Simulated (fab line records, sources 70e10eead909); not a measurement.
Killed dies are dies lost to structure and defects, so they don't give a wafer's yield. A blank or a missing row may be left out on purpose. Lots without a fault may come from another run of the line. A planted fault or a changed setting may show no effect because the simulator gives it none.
fab line records | flow nand_harc | part 1 of 2: steps 1 to 4 of 6
record lots=24 wafers=72 last_day=33
route steps=1302 shown A_STAIRCASE@773
lots that met no fault: from a run of the same line without faults
start_h: hours from the record's first day to the start of the lot's first wafer shown | wait_h: hours since the lot's step before | " the same as in the row above | L1.1+2: a row that stands for several wafers | - no value, or no start given | * or withheld: withheld | < > ~ a bound
route shown NAME@n: a module of which the file shows steps, and the number in the route of the first | usual: mean/standard deviation of fault-free wafers | same: alike in all rows | chamber/n: place in a boat | sites: the reading at each site | _std_site: their standard deviation | _edge_site: outer sites' mean less inner sites' | radius_mm: how far each site lies from the wafer's centre | mask NAME#n: copy n | behind: the tool/chamber that last shaped the wafer | hold: why the lot was held/for how many hours/how that ended | device: the transistor (n, p or np) that didn't switch | end of line: the same wafers' tests at the end of the route | a step without rows: its recipe alone | killed: dies lost to structure and defects at the first sort, not the wafer's yield | map: a wafer's dies, x killed, . not, _ none there
set.NAME: the setting as run; set.NAME@STEP: as run at that earlier step | model.NAME: the simulator's own value behind a step, which no gauge read
steps of the route over a sample of lots; a table a step, a row a wafer
services: from which hour (start_h, from the record's first day; less than 0 if before it) a tool's chamber was out of use, for how many hours, and why
## steps
# step NHARC_A_STAIRCASE_DEP_259
# recipe target_thk_a=300 target_thk_nm=30 temp_c=400 pressure_torr=3.5 flow_sccm=200 rf_w=350 material=SiON
# usual heater_power_w=740/67
# columns lot.wafer tool chamber start_h wait_h heater_power_w
L074.2 pecvd-04 1 378.19 2.1 763
L074.6 " 1 " " 730
L074.5 " 0 " " 712
L075.1 pecvd-03 1 379.28 1.6 859
L075.5 " 2 " " 715
L075.4 " 1 " " 902
L076.1 pecvd-04 1 402.14 1.6 759
L076.3 " 0 " " 711
L076.5 " 1 " " 747
L078.4 pecvd-04 0 403.81 0.7 762
L078.5 " 0 " " 782
L078.6 " 1 " " 676
L077.1 pecvd-02 2 407.96 1.6 790
L077.3 " 1 " " 625
L077.6 " 0 " " 665
L079.1 pecvd-04 1 424.22 1.6 745
L079.3 " 0 " " 647
L079.5 " 0 " " 653
L080.3 pecvd-04 0 431.87 1.0 650
L080.4 " 1 " " 772
L080.5 " 0 " " 652
L081.3 pecvd-02 0 434.68 1.0 706
L081.2 " 2 " " 778
L081.5 " 0 " " 710
L083.2 pecvd-02 2 449.45 1.3 754
L083.3 " 1 " " 651
L083.5 " 2 " " 742
L082.2 pecvd-03 2 453.84 1.2 757
L082.5 " 0 " " 737
L082.6 " 1 " " 741
L084.6 pecvd-03 0 471.88 0.1 749
L084.5 " 1 " " 826
L084.4 " 2 " " 688
L085.2 pecvd-03 2 477.66 1.2 725
L085.3 " 1 " " 771
L085.5 " 1 " " 764
L086.2 pecvd-02 2 492.63 1.2 694
L086.1 " 0 " " 715
L086.6 " 1 " " 679
L087.2 pecvd-03 1 502.28 1.3 906
L087.1 " 2 " " 725
L087.3 " 0 " " 819
L089.2 pecvd-04 1 516.81 1.3 753
L089.5 " 2 " " 759
L089.4 " 0 " " 824
L091.1 pecvd-04 1 525.73 1.6 718
L091.3 " 0 " " 803
L091.5 " 2 " " 778
L088.1 pecvd-04 2 527.56 1.5 698
L088.2 " 0 " " 743
L088.3 " 1 " " 739
L090.1 pecvd-02 2 534.17 1.5 784
L090.6 " 0 " " 710
L090.5 " 1 " " 600
L092.2 pecvd-04 1 549.17 1.3 722
L092.1 " 2 " " 797
L092.5 " 0 " " 782
L093.3 pecvd-02 2 558.25 0.9 680
L093.1 " 0 " " 722
L093.4 " 2 " " 678
L095.3 pecvd-03 2 566.38 1.0 728
L095.4 " 0 " " 770
L095.5 " 1 " " 931
L094.2 pecvd-03 1 568.14 1.2 826
L094.4 " 1 " " 839
L094.6 " 0 " " 797
L096.1 pecvd-04 2 579.23 1.6 741
L096.5 " 1 " " 775
L096.4 " 2 " " 731
L097.3 pecvd-02 2 602.45 0.9 701
L097.1 " 0 " " 740
L097.2 " 1 " " 608
# step NHARC_A_STAIRCASE_HM_OPEN_457
# recipe o2_flow_sccm=400 cos_flow_sccm=20 ar_flow_sccm=0 rf_w=500 bias_w=300 chemistry=O2/COS
# usual drypump_motor_current_A=5.7/0.44 o2_flow_sccm=399.9/1.2 oes_product_au=1.001/0.012 rf_vpp_V=467.2/2.8 showerhead_plenum_p_Torr=3.13/0.13 throttle_valve_pct=28.330/0.0084
# columns lot.wafer tool chamber start_h wait_h drypump_motor_current_A o2_flow_sccm oes_product_au rf_hours_counter_h rf_vpp_V showerhead_plenum_p_Torr throttle_valve_pct
L074.2 rie_diel-01 2 - - 6.4 400.0 0.995 55 463.1 2.96 28.339
L074.5 " 0 " " 6.0 398.7 1.008 - 464.4 2.97 28.334
L074.6 " 1 " " 5.2 401.2 0.991 - 466.6 3.07 28.330
L075.1 rie_diel-09 3 - - 6.4 401.5 1.010 14 471.4 3.34 28.340
L075.5 " 2 " " 6.2 398.5 1.019 - 469.7 3.17 28.334
L075.4 " 3 " " 6.4 400.4 1.009 - 470.6 3.34 28.315
L076.1 rie_diel-09 0 - - 5.7 398.0 0.996 10 469.6 3.21 28.328
L076.3 " 2 " " 6.2 398.9 1.012 29 466.3 3.17 28.341
L076.5 " 0 " " 5.8 400.8 0.996 - 469.6 3.21 28.323
L078.4 rie_diel-01 1 - - 5.2 397.1 0.983 3 466.1 3.06 28.325
L078.6 " 0 " " 6.0 400.3 1.007 - 462.3 2.96 28.323
L078.5 " 1 " " 5.2 398.6 0.980 - 467.0 3.07 28.328
L077.1 rie_diel-01 1 409.55 0.4 5.2 399.6 0.983 6 464.9 3.06 28.333
L077.3 " 1 " " 5.2 399.7 0.991 - 466.4 3.06 28.345
L077.6 " 1 " " 5.3 400.9 0.986 - 465.9 3.06 28.331
L079.1 rie_diel-01 0 427.06 0.5 6.0 401.7 1.007 4 463.1 2.96 28.338
L079.3 " 1 " " 5.3 399.7 0.994 - 466.0 3.06 28.317
L079.5 " 0 " " 6.0 402.3 1.011 - 464.9 2.96 28.316
L080.3 rie_diel-09 0 - - 5.7 397.7 0.987 22 468.3 3.21 28.349
L080.4 " 2 " " 6.2 399.9 1.023 38 468.9 3.16 28.327
L080.5 " 1 " " 5.9 398.1 0.994 - 469.0 3.22 28.336
L081.2 rie_diel-09 3 - - 6.4 399.9 1.002 42 471.8 3.33 28.322
L081.3 " 0 " " 5.8 398.3 0.986 23 471.1 3.21 28.330
L081.5 " 1 " " 5.9 399.2 0.988 - 469.3 3.22 28.337
L083.3 rie_diel-01 0 - - 6.0 401.1 1.006 15 463.2 2.96 28.331
L083.2 " 1 " " 5.2 400.4 0.990 25 465.8 3.05 28.332
L083.5 " 0 " " 6.0 399.2 1.011 - 464.4 2.96 28.340
L082.2 rie_diel-01 2 - - 6.4 401.5 0.972 15 464.6 2.95 28.322
L082.5 " 1 " " 5.3 399.7 0.998 - 464.9 3.05 28.329
L082.6 " 2 " " 6.4 399.9 0.983 - 464.3 2.95 28.325
L084.4 rie_diel-01 3 - - 5.8 399.3 0.999 8 468.2 3.15 28.337
L084.5 " 0 " " 6.0 401.0 1.009 - 463.9 2.95 28.330
L084.6 " 1 " " 5.2 400.9 0.996 - 466.1 3.05 28.332
L085.3 rie_diel-05 0 - - 5.0 400.5 1.008 24 466.5 3.16 28.327
L085.2 " 3 " " 5.2 398.8 1.004 23 469.3 3.33 28.327
L085.5 " 1 " " 5.8 402.5 1.007 - 472.3 3.30 28.331
L086.1 rie_diel-01 0 - - 6.0 400.3 1.010 28 463.6 2.95 28.329
L086.2 " 1 " " 5.3 401.5 0.984 38 466.6 3.05 28.327
L086.6 " 1 " " 5.2 401.5 0.996 - 464.3 3.05 28.325
L087.1 rie_diel-01 3 - - 5.8 399.4 1.011 16 466.0 3.15 28.332
L087.3 " 0 " " 6.0 400.6 1.015 32 461.1 2.95 28.329
L087.2 " 2 " " 6.4 399.6 0.995 31 463.7 2.95 28.332
L089.2 rie_diel-09 2 - - 6.2 400.3 1.019 4 466.8 3.15 28.323
L089.4 " 0 " " 5.8 402.3 1.021 6 468.8 3.20 28.333
L089.5 " 2 " " 6.2 399.0 1.010 - 468.3 3.15 28.323
L091.3 rie_diel-05 2 - - 5.9 399.3 1.007 42 468.6 3.16 28.329
L091.1 " 3 " " 5.2 401.1 1.009 40 470.1 3.32 28.339
L091.5 " 1 " " 5.8 401.0 1.016 - 469.3 3.29 28.324
L088.1 rie_diel-05 3 - - 5.2 400.0 0.997 40 472.8 3.32 28.344
L088.2 " 0 " " 5.0 399.1 1.016 41 468.0 3.15 28.329
L088.3 " 1 " " 5.8 400.7 1.010 44 470.4 3.29 28.326
L090.1 rie_diel-05 0 - - 5.0 397.5 1.005 44 467.9 3.15 28.322
L090.6 " 2 " " 5.9 399.3 1.013 - 467.1 3.16 28.334
L090.5 " 3 " " 5.2 401.4 1.004 - 470.3 3.32 28.340
L092.1 rie_diel-01 0 - - 6.0 401.2 1.011 53 465.2 2.94 28.320
L092.2 " 1 " " 5.2 400.4 0.976 60 464.7 3.04 28.339
L092.5 " 0 " " 6.0 399.7 1.012 - 462.9 2.94 28.330
L093.4 rie_diel-05 2 - - 5.9 399.7 1.001 55 466.9 3.16 28.326
L093.1 " 3 " " 5.2 400.7 0.998 50 471.9 3.32 28.333
L093.3 " 1 " " 5.8 398.9 1.007 56 470.7 3.29 28.336
L095.4 rie_diel-01 3 - - 5.8 401.0 1.000 0 466.4 3.13 28.321
L095.3 " 1 " " 5.2 402.3 0.980 0 464.8 3.04 28.332
L095.5 " 2 " " 6.4 398.1 0.988 - 462.2 2.94 28.319
L094.4 rie_diel-05 2 - - 5.9 398.5 1.013 59 467.5 3.16 28.336
L094.2 " 0 " " 5.0 400.7 1.019 54 467.4 3.14 28.344
L094.6 " 2 " " 5.9 401.1 1.009 - 467.7 3.16 28.326
L096.4 rie_diel-01 1 - - 5.2 398.9 0.985 4 465.9 3.03 28.346
L096.1 " 2 " " 6.4 400.2 0.983 4 463.9 2.93 28.333
L096.5 " 3 " " 5.8 399.9 1.012 - 467.1 3.13 28.324
L097.2 rie_diel-05 3 - - 5.2 400.4 0.990 2 469.0 3.31 28.340
L097.1 " 0 " " 5.0 399.6 0.997 2 466.9 3.14 28.343
L097.3 " 1 " " 5.8 399.9 0.984 3 471.2 3.28 28.327
# step NHARC_A_STAIRCASE_ETCH_451
# recipe target_depth_a=300 overetch_a=30 time_s=16.5 ion_energy_ev=100 cf4_flow_sccm=80 o2_flow_sccm=20 ar_flow_sccm=0 rf_w=300 bias_w=100 chemistry=CF4/O2
# usual drypump_motor_current_A=5.7/0.47 o2_flow_sccm=20.00/0.059 oes_ar_750_au=1.000/0.0041 oes_product_au=1.001/0.011 rf_vpp_V=197.9/1.4 showerhead_plenum_p_Torr=1.34/0.057 throttle_valve_pct=13.397/0.0084
# columns lot.wafer tool chamber start_h wait_h drypump_motor_current_A o2_flow_sccm oes_ar_750_au oes_product_au rf_hours_counter_h rf_vpp_V showerhead_plenum_p_Torr throttle_valve_pct
L074.2 rie_diel-01 2 - - 6.4 19.93 0.997 0.995 56 195.9 1.26 13.396
L074.6 " 0 " " 6.0 20.00 0.996 1.009 - 197.6 1.27 13.396
L074.5 " 1 " " 5.2 19.90 1.001 0.984 - 198.1 1.31 13.398
L075.1 rie_diel-09 1 - - 5.9 19.95 0.994 0.995 17 199.9 1.38 13.387
L075.4 " 3 " " 6.4 19.99 1.005 1.001 - 201.6 1.43 13.399
L075.5 " 1 " " 5.9 20.00 1.004 0.992 - 198.0 1.38 13.406
L076.1 rie_diel-09 0 - - 5.7 20.00 1.000 1.005 10 198.1 1.38 13.389
L076.3 " 1 " " 5.9 20.08 1.000 0.987 25 197.7 1.38 13.392
L076.5 " 3 " " 6.4 20.03 1.001 1.017 - 200.4 1.43 13.375
L078.4 rie_diel-01 3 - - 5.8 20.03 0.998 1.000 4 198.2 1.35 13.398
L078.6 " 2 " " 6.4 20.01 0.995 0.977 - 196.2 1.26 13.404
L078.5 " 3 " " 5.8 20.06 1.006 0.994 - 198.5 1.35 13.399
L077.1 rie_diel-01 1 410.72 0.4 5.2 20.02 0.998 0.996 6 196.6 1.31 13.389
L077.3 " 1 " " 5.3 20.13 1.002 0.986 - 198.5 1.31 13.401
L077.6 " 1 " " 5.2 20.01 1.000 0.985 - 197.3 1.31 13.387
L079.1 rie_diel-01 1 427.90 0.2 5.2 19.94 1.003 0.986 15 197.3 1.31 13.398
L079.3 " 0 " " 6.0 20.07 1.002 1.009 - 198.2 1.27 13.396
L079.5 " 1 " " 5.2 19.99 1.000 0.987 - 197.1 1.31 13.398
L080.4 rie_diel-09 2 - - 6.2 20.06 0.999 1.023 38 196.7 1.35 13.407
L080.3 " 3 " " 6.4 19.99 0.991 1.001 40 199.5 1.43 13.403
L080.5 " 0 " " 5.7 20.09 1.000 0.995 - 199.0 1.37 13.407
L081.3 rie_diel-09 0 - - 5.7 19.92 1.001 0.986 23 198.2 1.37 13.398
L081.2 " 1 " " 5.9 19.87 1.000 0.992 38 198.7 1.38 13.385
L081.5 " 3 " " 6.4 19.95 1.002 1.021 - 199.8 1.43 13.371
L083.3 rie_diel-01 1 - - 5.2 20.05 1.003 0.990 25 198.0 1.31 13.404
L083.2 " 2 " " 6.4 20.01 0.996 0.992 14 195.4 1.26 13.396
L083.5 " 2 " " 6.4 20.09 0.996 0.984 - 196.8 1.26 13.384
L082.2 rie_diel-01 0 - - 6.0 19.97 0.998 1.011 16 196.1 1.26 13.395
L082.5 " 2 " " 6.4 19.94 1.002 0.981 - 194.9 1.26 13.413
L082.6 " 0 " " 6.0 19.96 1.001 1.014 - 195.9 1.26 13.403
L084.4 rie_diel-01 0 - - 6.0 19.99 0.998 1.003 24 196.0 1.26 13.396
L084.6 " 2 " " 6.4 20.04 0.996 0.987 - 196.1 1.26 13.392
L084.5 " 3 " " 5.8 20.03 1.002 0.999 - 197.1 1.35 13.391
L085.2 rie_diel-05 3 - - 5.2 20.03 0.999 1.012 23 198.6 1.43 13.395
L085.3 " 1 " " 5.8 19.98 1.006 1.008 26 200.5 1.41 13.386
L085.5 " 3 " " 5.1 20.05 0.997 0.998 - 200.3 1.43 13.399
L086.2 rie_diel-01 3 - - 5.8 20.02 1.000 0.992 12 199.9 1.35 13.408
L086.1 " 0 " " 5.9 19.93 0.999 1.009 28 196.5 1.26 13.404
L086.6 " 2 " " 6.4 19.99 1.004 0.977 - 195.8 1.26 13.396
L087.3 rie_diel-01 1 - - 5.2 20.07 0.994 0.985 43 197.3 1.30 13.410
L087.1 " 2 " " 6.4 19.97 0.997 0.990 31 195.4 1.26 13.391
L087.2 " 0 " " 5.9 19.97 1.007 1.012 32 197.3 1.26 13.401
L089.2 rie_diel-09 1 - - 5.9 20.02 0.996 1.000 4 198.0 1.37 13.403
L089.4 " 2 " " 6.1 20.01 0.999 1.006 4 198.4 1.35 13.380
L089.5 " 3 " " 6.4 19.91 1.006 0.999 - 199.9 1.42 13.397
L091.1 rie_diel-05 0 - - 5.0 19.91 1.003 1.011 40 199.0 1.35 13.404
L091.3 " 2 " " 5.9 20.00 1.000 1.002 42 198.1 1.35 13.401
L091.5 " 3 " " 5.2 19.98 0.993 1.003 - 199.9 1.42 13.381
L088.2 rie_diel-05 3 - - 5.2 20.02 0.990 1.006 41 198.9 1.42 13.392
L088.3 " 0 " " 5.0 20.07 1.003 1.017 41 197.7 1.35 13.395
L088.1 " 2 " " 5.9 20.09 0.998 1.001 44 197.8 1.35 13.403
L090.1 rie_diel-05 0 - - 5.0 19.99 1.007 1.015 45 197.9 1.34 13.413
L090.6 " 1 " " 5.8 20.06 1.002 0.999 - 198.9 1.41 13.402
L090.5 " 2 " " 5.8 20.07 0.994 1.003 - 198.2 1.35 13.394
L092.1 rie_diel-01 2 - - 6.4 19.95 1.004 0.998 49 195.7 1.25 13.386
L092.2 " 3 " " 5.7 20.05 1.001 0.997 37 198.2 1.34 13.402
L092.5 " 2 " " 6.4 20.03 1.001 0.990 - 196.1 1.25 13.397
L093.1 rie_diel-05 2 - - 5.9 20.05 1.007 1.006 55 198.0 1.35 13.400
L093.4 " 3 " " 5.2 20.00 1.008 1.005 50 200.1 1.42 13.394
L093.3 " 0 " " 5.0 20.03 0.991 1.019 51 199.3 1.34 13.406
L095.3 rie_diel-01 3 - - 5.8 20.01 0.991 0.997 0 199.2 1.34 13.405
L095.4 " 1 " " 5.2 19.99 1.001 0.994 0 195.2 1.30 13.401
L095.5 " 3 " " 5.8 19.97 0.996 1.015 - 198.9 1.34 13.394
L094.2 rie_diel-05 3 - - 5.2 19.97 1.000 1.007 53 199.4 1.42 13.396
L094.4 " 2 " " 5.8 20.00 0.996 1.004 59 198.5 1.35 13.370
L094.6 " 3 " " 5.2 19.94 1.002 1.000 - 198.1 1.42 13.397
L096.4 rie_diel-01 1 - - 5.2 20.06 0.999 0.987 4 196.8 1.30 13.387
L096.1 " 0 " " 6.0 20.08 1.002 0.995 4 197.2 1.25 13.392
L096.5 " 1 " " 5.2 19.91 1.000 0.993 - 197.8 1.30 13.395
L097.3 rie_diel-05 0 - - 5.0 19.94 1.003 0.992 2 198.6 1.34 13.414
L097.1 " 1 " " 5.8 20.02 0.997 0.988 3 200.1 1.40 13.386
L097.2 " 2 " " 5.9 19.98 1.007 1.007 3 198.8 1.35 13.408
# step NHARC_A_STAIRCASE_ETCH_273
# recipe target_depth_a=1.02e+05 time_s=2468.6 ion_energy_ev=800 c4f8_flow_sccm=80 o2_flow_sccm=60 ar_flow_sccm=withheld rf_w=600 bias_w=3000 chemistry=C4F8/O2/Ar
# usual oes_product_au=0.937/0.013 rf_vpp_V=1827/10
# columns lot.wafer tool chamber start_h wait_h oes_product_au rf_hours_counter_h rf_vpp_V
L074.2 rie_diel-01 0 - - 0.937 55 1813
L074.5 " 1 " " 0.940 - 1823
L074.6 " 2 " " 0.932 - 1814
L075.1 rie_diel-09 3 - - 0.931 15 1846
L075.5 " 1 " " 0.919 - 1834
L075.4 " 2 " " 0.940 - 1831
L076.1 rie_diel-09 3 - - 0.919 29 1844
L076.3 " 0 " " 0.934 10 1834
L076.5 " 2 " " 0.943 - 1830
L078.4 rie_diel-01 3 - - 0.952 4 1829
L078.5 " 1 " " 0.927 - 1822
L078.6 " 2 " " 0.928 - 1812
L077.1 rie_diel-01 1 410.90 0.2 0.918 7 1822
L077.3 " 1 412.31 1.5 0.918 - 1822
L077.6 " 1 414.42 3.6 0.927 - 1822
L079.1 rie_diel-01 1 428.68 0.8 0.923 15 1823
L079.3 " 1 " " 0.920 - 1822
L079.5 " 1 " " 0.920 - 1822
L080.3 rie_diel-09 1 - - 0.935 36 1834
L080.4 " 2 " " 0.956 39 1830
L080.5 " 1 " " 0.934 - 1835
L081.2 rie_diel-09 3 - - 0.938 42 1843
L081.3 " 0 " " 0.935 24 1833
L081.5 " 1 " " 0.914 - 1835
L083.3 rie_diel-01 2 - - 0.931 14 1813
L083.2 " 0 " " 0.934 15 1812
L083.5 " 2 " " 0.936 - 1812
L082.2 rie_diel-01 0 - - 0.927 17 1812
L082.5 " 1 " " 0.920 - 1820
L082.6 " 2 " " 0.913 - 1812
L084.4 rie_diel-01 3 - - 0.953 8 1830
L084.5 " 2 " " 0.935 - 1812
L084.6 " 3 " " 0.959 - 1830
L085.2 rie_diel-05 1 - - 0.937 27 1842
L085.3 " 2 " " 0.936 26 1830
L085.5 " 0 " " 0.948 - 1828
L086.1 rie_diel-01 2 - - 0.927 27 1814
L086.2 " 0 " " 0.935 28 1812
L086.6 " 3 " " 0.938 - 1830
L087.1 rie_diel-01 0 - - 0.941 33 1812
L087.2 " 1 " " 0.923 43 1821
L087.3 " 2 " " 0.935 32 1813
L089.4 rie_diel-09 1 - - 0.940 5 1834
L089.2 " 2 " " 0.936 5 1829
L089.5 " 0 " " 0.958 - 1832
L091.3 rie_diel-05 1 - - 0.941 43 1840
L091.1 " 2 " " 0.947 43 1833
L091.5 " 1 " " 0.944 - 1841
L088.1 rie_diel-05 0 - - 0.936 41 1828
L088.3 " 1 " " 0.942 45 1840
L088.2 " 3 " " 0.926 41 1843
L090.1 rie_diel-05 3 - - 0.951 44 1843
L090.5 " 1 " " 0.953 - 1840
L090.6 " 2 " " 0.953 - 1830
L092.1 rie_diel-01 3 - - 0.931 37 1830
L092.2 " 0 " " 0.945 53 1812
L092.5 " 2 " " 0.918 - 1812
L093.3 rie_diel-05 2 - - 0.947 55 1830
L093.1 " 3 " " 0.931 50 1842
L093.4 " 1 " " 0.936 56 1840
L095.3 rie_diel-01 0 - - 0.936 0 1811
L095.4 " 2 " " 0.932 0 1812
L095.5 " 0 " " 0.946 - 1811
L094.2 rie_diel-05 0 - - 0.950 54 1829
L094.4 " 3 " " 0.941 54 1843
L094.6 " 1 " " 0.958 - 1839
L096.1 rie_diel-01 2 - - 0.936 4 1813
L096.4 " 0 " " 0.940 4 1811
L096.5 " 3 " " 0.958 - 1829
L097.3 rie_diel-05 2 - - 0.961 3 1830
L097.1 " 0 " " 0.927 3 1829
L097.2 " 1 " " 0.944 3 1839
